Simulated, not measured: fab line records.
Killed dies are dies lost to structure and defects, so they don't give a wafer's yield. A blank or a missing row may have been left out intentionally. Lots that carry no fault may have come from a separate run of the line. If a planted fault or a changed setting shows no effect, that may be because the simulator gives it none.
Problem report, 8D (eight disciplines) form, completed by code / flow n5_finfet / the parts of the form that need people (team, actions taken, sign-off) are left out

## 1. THE PROBLEM
VT_P_LVT at N5_BEOL_M4_RC_MEAS_101 reads a mean of -120 mV on 6 wafers of 2 lots; wafers without a fault read -100 mV with a standard deviation of 3.3. Measured from the usual mean, that is -6.0 standard deviations.
Seen first at day 10 05:30 on prober-01, wafer L214.1. Wafers with a number at this step in the record: 27, from 9 lots. Rule for "out" (also "out of limits"): further than 4 standard deviations from the usual mean. The other wafers with a number count as sound.

## 2. WHAT IT IS, WHAT IT ISN'T
question=which readings at this step | is=VT_P_LVT | is not=DIBL_N, DIBL_P, SS_N, SS_P
question=which lots | is=L214, L218 | is not=L205, L208, L209, L212, L224, L225, L227
question=which wafers of those lots | is=all that have a number | is not=-
question=read on which gauges | is=prober-01 | is not=prober-02
question=when | is=from day 10 05:30 | is not=up to then (12 sound wafers); but 9 sound wafers of L224, L225, L227 came after

## 3. WHAT RULES OUT EACH SUSPECT
Counting: a tool stays on the suspect list if, at a process step up to the reading, it processed all lots that are out and no sound lot following the first of them.
- the gauge at N5_BEOL_M4_RC_MEAS_101: kept. All the wafers that are out were read on prober-01, and no step on other tools shows them out.
- rie_diel-03 at N5_HKMG_FIN_STRIP_93 (strips SOC in N2/H2, time 20 s): ruled out as a lasting fault. Following L214 (day 6 15:07), the first lot on it that is out, the sound lots L227 were run on it.
- ald_metal-03 at N5_HKMG_FIN_ALD_79 (deposits TiN, target thk 1.5 nm, pulse time 1 s, purge time 3 s): kept. Every lot that is out went through it, starting with L214 (day 6 15:46), and after that it ran no sound lot; the last sound lot it ran before then is L212 (day 6 03:20).
The count leaves prober-01 at N5_BEOL_M4_RC_MEAS_101 and ald_metal-03 at N5_HKMG_FIN_ALD_79.

## 4. THE CAUSE (what the simulator had put in)
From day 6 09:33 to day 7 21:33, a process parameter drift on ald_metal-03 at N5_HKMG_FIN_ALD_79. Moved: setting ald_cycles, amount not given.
This tool is one of the 2 suspects left after counting.

## 5. THE CHAIN OF EFFECTS, in route order
Rows list readings where the struck wafers' mean (over those with a number) sits beyond 3 standard deviations from the usual. Only readings whose record carries a usual standard deviation are examined. hours: median over the lots of the time between each lot's start at the first step of this table that gives one and its start at this step. sigmas: the change, counted in usual standard deviations.
hours=0; step=N5_BEOL_M4_RC_MEAS_101; reading=IOFF_P_LIN; usual=0.096 nA/um; on struck wafers=0.052; change=-0.044; sigmas=-3.2
hours=0; step=N5_BEOL_M4_RC_MEAS_101; reading=IOFF_P_LONG; usual=0.000107 nA/um; on struck wafers=0.000075; change=-0.000032; sigmas=-3.3
hours=0; step=N5_BEOL_M4_RC_MEAS_101; reading=ION_P; usual=462 uA/um; on struck wafers=432; change=-30; sigmas=-3.6
hours=0; step=N5_BEOL_M4_RC_MEAS_101; reading=VT_N_LONG; usual=274.5 mV; on struck wafers=282.2; change=+7.7; sigmas=+3.2
hours=0; step=N5_BEOL_M4_RC_MEAS_101; reading=VT_N_LVT; usual=100 mV; on struck wafers=110; change=+10; sigmas=+3.0
hours=0; step=N5_BEOL_M4_RC_MEAS_101; reading=VT_P; usual=-251 mV; on struck wafers=-270; change=-19; sigmas=-5.0
hours=0; step=N5_BEOL_M4_RC_MEAS_101; reading=VT_P_LONG; usual=-275 mV; on struck wafers=-293; change=-18; sigmas=-5.0
hours=0; step=N5_BEOL_M4_RC_MEAS_101; reading=VT_P_LVT; usual=-100 mV; on struck wafers=-120; change=-20; sigmas=-6.0
hours=99; step=N5_PASSIVATION_PROBE_49; reading=sort_bin_8_speed; usual=0.1 %; on struck wafers=18.8; change=+18.7; sigmas=+27
hours=99; step=N5_PASSIVATION_PROBE_49; reading=sort_n_pass; usual=1077; on struck wafers=856; change=-221; sigmas=-12
hours=99; step=N5_PASSIVATION_PROBE_49; reading=sort_yield_pct; usual=91.3 %; on struck wafers=72.5; change=-18.8; sigmas=-12
It contains these process steps:
- N5_PASSIVATION_PROBE_49

## 6. HOW IT WOULD HAVE BEEN CAUGHT EARLIER
92 hours passed between the start of the fault at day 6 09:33 and the first reading out of limits at a measuring or inspecting step in this record, taken at day 10 05:30.
Of the tool readings at N5_HKMG_FIN_ALD_79 for which the record gives a usual standard deviation, none was out on any struck wafer, so an alarm limit of 4 standard deviations on them would not have fired.
By day 10 05:30 the whole set of lots that are out, 2 in number, had already begun N5_HKMG_FIN_ALD_79 on ald_metal-03. None of them would have been spared by holding the tool at that moment.
